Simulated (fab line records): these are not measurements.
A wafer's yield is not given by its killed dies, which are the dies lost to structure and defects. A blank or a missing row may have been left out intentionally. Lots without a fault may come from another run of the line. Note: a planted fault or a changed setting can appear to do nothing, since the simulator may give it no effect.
Split-lot trial || flow n5Finfet || route with 1938 steps; 7 lots, 21 wafers read

== THE SPLIT ITSELF ==
At N5_MOL_CONTACT_COAG_COAT_63 (time 60 s, resist thk 10 nm), the setting spinRpm was moved away from the recipe's 1500 rpm on 9 of the 21 wafers read, by +4.4% to +10.5%. This setting was run at the recipe's value on the other wafers.

== FROM THE SPLIT TO THE READING: what the file shows between them, 5 steps ==
- N5_MOL_CONTACT_COAG_COAT_64: time 60 s, resist thk 10 nm (also split here: tempC)
- N5_MOL_CONTACT_COAG_COAT_34: resist thk 40 nm
- N5_MOL_CONTACT_COAG_EBR_36
- N5_MOL_CONTACT_COAG_DESCUM_45: chemistry O2, time 7 s
- N5_MOL_CONTACT_COAG_ETCH_65: etches underlayer in N2/H2, target depth 13 nm, time 10.4 s

== THE READING ==
etch.depthNm (the simulator's own value, which no gauge read), in nm, at N5_MOL_CONTACT_COAG_ETCH_66 (etches SiARC in CF4, target depth 13 nm, time 21.7 s). The file gives no usual value for it. Across the 12 wafers here that went through the recipe, the average is 9.989 nm and the standard deviation 0.024 nm.

{"wafer": "L074.3", "tool, chamber at the split": "lithoTrack-05, 0", "spinRpm as run, rpm": 1500, "against the recipe": "recipe", "etch.depthNm, nm": 10.03, "against lot-mates on the recipe": "-"}
{"wafer": "L074.4", "tool, chamber at the split": "lithoTrack-05, 0", "spinRpm as run, rpm": 1646, "against the recipe": "+9.7%", "etch.depthNm, nm": 9.541, "against lot-mates on the recipe": -0.489}
{"wafer": "L074.6", "tool, chamber at the split": "lithoTrack-05, 0", "spinRpm as run, rpm": 1646, "against the recipe": "+9.7%", "etch.depthNm, nm": 9.551, "against lot-mates on the recipe": -0.479}
{"wafer": "L075.1", "tool, chamber at the split": "lithoTrack-02, 0", "spinRpm as run, rpm": 1596, "against the recipe": "+6.4%", "etch.depthNm, nm": 9.677, "against lot-mates on the recipe": -0.333}
{"wafer": "L075.2", "tool, chamber at the split": "lithoTrack-02, 0", "spinRpm as run, rpm": 1596, "against the recipe": "+6.4%", "etch.depthNm, nm": 9.696, "against lot-mates on the recipe": -0.314}
{"wafer": "L075.3", "tool, chamber at the split": "lithoTrack-02, 0", "spinRpm as run, rpm": 1500, "against the recipe": "recipe", "etch.depthNm, nm": 10.01, "against lot-mates on the recipe": "-"}
{"wafer": "L077.2", "tool, chamber at the split": "lithoTrack-02, 0", "spinRpm as run, rpm": 1500, "against the recipe": "recipe", "etch.depthNm, nm": 9.958, "against lot-mates on the recipe": "-"}
{"wafer": "L077.3", "tool, chamber at the split": "lithoTrack-02, 0", "spinRpm as run, rpm": 1566, "against the recipe": "+4.4%", "etch.depthNm, nm": 9.788, "against lot-mates on the recipe": -0.169}
{"wafer": "L077.5", "tool, chamber at the split": "lithoTrack-02, 0", "spinRpm as run, rpm": 1500, "against the recipe": "recipe", "etch.depthNm, nm": 9.957, "against lot-mates on the recipe": "-"}
{"wafer": "L078.2", "tool, chamber at the split": "lithoTrack-02, 0", "spinRpm as run, rpm": 1640, "against the recipe": "+9.3%", "etch.depthNm, nm": 9.572, "against lot-mates on the recipe": -0.391}
{"wafer": "L078.5", "tool, chamber at the split": "lithoTrack-02, 0", "spinRpm as run, rpm": 1640, "against the recipe": "+9.3%", "etch.depthNm, nm": 9.531, "against lot-mates on the recipe": -0.432}
{"wafer": "L078.6", "tool, chamber at the split": "lithoTrack-02, 0", "spinRpm as run, rpm": 1500, "against the recipe": "recipe", "etch.depthNm, nm": 9.963, "against lot-mates on the recipe": "-"}
{"wafer": "L087.1", "tool, chamber at the split": "lithoTrack-03, 0", "spinRpm as run, rpm": 1500, "against the recipe": "recipe", "etch.depthNm, nm": 10.01, "against lot-mates on the recipe": "-"}
{"wafer": "L087.3", "tool, chamber at the split": "lithoTrack-03, 0", "spinRpm as run, rpm": 1500, "against the recipe": "recipe", "etch.depthNm, nm": 9.993, "against lot-mates on the recipe": "-"}
{"wafer": "L087.4", "tool, chamber at the split": "lithoTrack-03, 0", "spinRpm as run, rpm": 1500, "against the recipe": "recipe", "etch.depthNm, nm": 10, "against lot-mates on the recipe": "-"}
{"wafer": "L092.3", "tool, chamber at the split": "lithoTrack-02, 0", "spinRpm as run, rpm": 1500, "against the recipe": "recipe", "etch.depthNm, nm": 10, "against lot-mates on the recipe": "-"}
{"wafer": "L092.4", "tool, chamber at the split": "lithoTrack-02, 0", "spinRpm as run, rpm": 1657, "against the recipe": "+10.5%", "etch.depthNm, nm": 9.521, "against lot-mates on the recipe": -0.479}
{"wafer": "L092.6", "tool, chamber at the split": "lithoTrack-02, 0", "spinRpm as run, rpm": 1657, "against the recipe": "+10.5%", "etch.depthNm, nm": 9.514, "against lot-mates on the recipe": -0.486}
{"wafer": "L097.1", "tool, chamber at the split": "lithoTrack-02, 0", "spinRpm as run, rpm": 1500, "against the recipe": "recipe", "etch.depthNm, nm": 10.01, "against lot-mates on the recipe": "-"}
{"wafer": "L097.4", "tool, chamber at the split": "lithoTrack-02, 0", "spinRpm as run, rpm": 1500, "against the recipe": "recipe", "etch.depthNm, nm": 9.97, "against lot-mates on the recipe": "-"}
{"wafer": "L097.5", "tool, chamber at the split": "lithoTrack-02, 0", "spinRpm as run, rpm": 1500, "against the recipe": "recipe", "etch.depthNm, nm": 9.966, "against lot-mates on the recipe": "-"}

THE FIT
A straight line over all 21 wafers: etch.depthNm changes by -0.0459 nm for each +1% of spinRpm; r = -1.00; the points scatter about the line by 0.021 nm.
The same after taking each lot's own level away (the mean of its wafers on the recipe; 21 wafers): -0.047 nm for each +1%; r = -1.00; scatter 0.02 nm.
The reading moves by 0.49 nm for the largest change in spinRpm, on that fit.
The lots' own levels span 9.9575 to 10.0300 nm, that is 3.0 times the standard deviation above.
Consequently the slope shifts little with the lot-to-lot level, the two slopes agreeing.
Check: with one of the wafers moved furthest among these (+10.5%) left out of the fit, the line predicts -0.493 nm for it against its lot-mates. It came out at -0.479 nm against them.

== OTHER SPLITS APPLIED TO THESE WAFERS ==
These wafers also went through other splits before the reading. Each is held against what the fit with the lots' levels taken away leaves over:
{"other split on the same wafers": "N5_GATE_CUT_COAT_27 spinRpm", "wafers away from the commonest value": 5, "r with etch.depthNm (lot level and that fit taken away)": "+0.06"}
{"other split on the same wafers": "N5_MOL_CONTACT_COAG_COAT_64 tempC", "wafers away from the commonest value": 11, "r with etch.depthNm (lot level and that fit taken away)": "+0.18"}

== THE WHOLE CHAIN: every reading that the file lists as answering this split, in the file's order ==
{"step": "N5_MOL_CONTACT_COAG_COAT_63", "what it does": "time 60 s, resist thk 10 nm", "reading": "SiARC_of_MOL_CONTACT_COAG_COAT_63.thkNm (the simulator's own value, which no gauge read)", "change (the file's fit)": "-0.0434 nm for each +1% of the setting", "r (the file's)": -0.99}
{"step": "N5_MOL_CONTACT_COAG_ETCH_66", "what it does": "etches SiARC in CF4, target depth 13 nm, time 21.7 s", "reading": "etch.depthNm (the simulator's own value, which no gauge read)", "change (the file's fit)": "-0.0466 nm for each +1% of the setting", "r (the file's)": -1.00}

== THE FILE'S OWN FIT ==
etch.depthNm changes by -0.0466 nm for each +1% of spinRpm, r = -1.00.
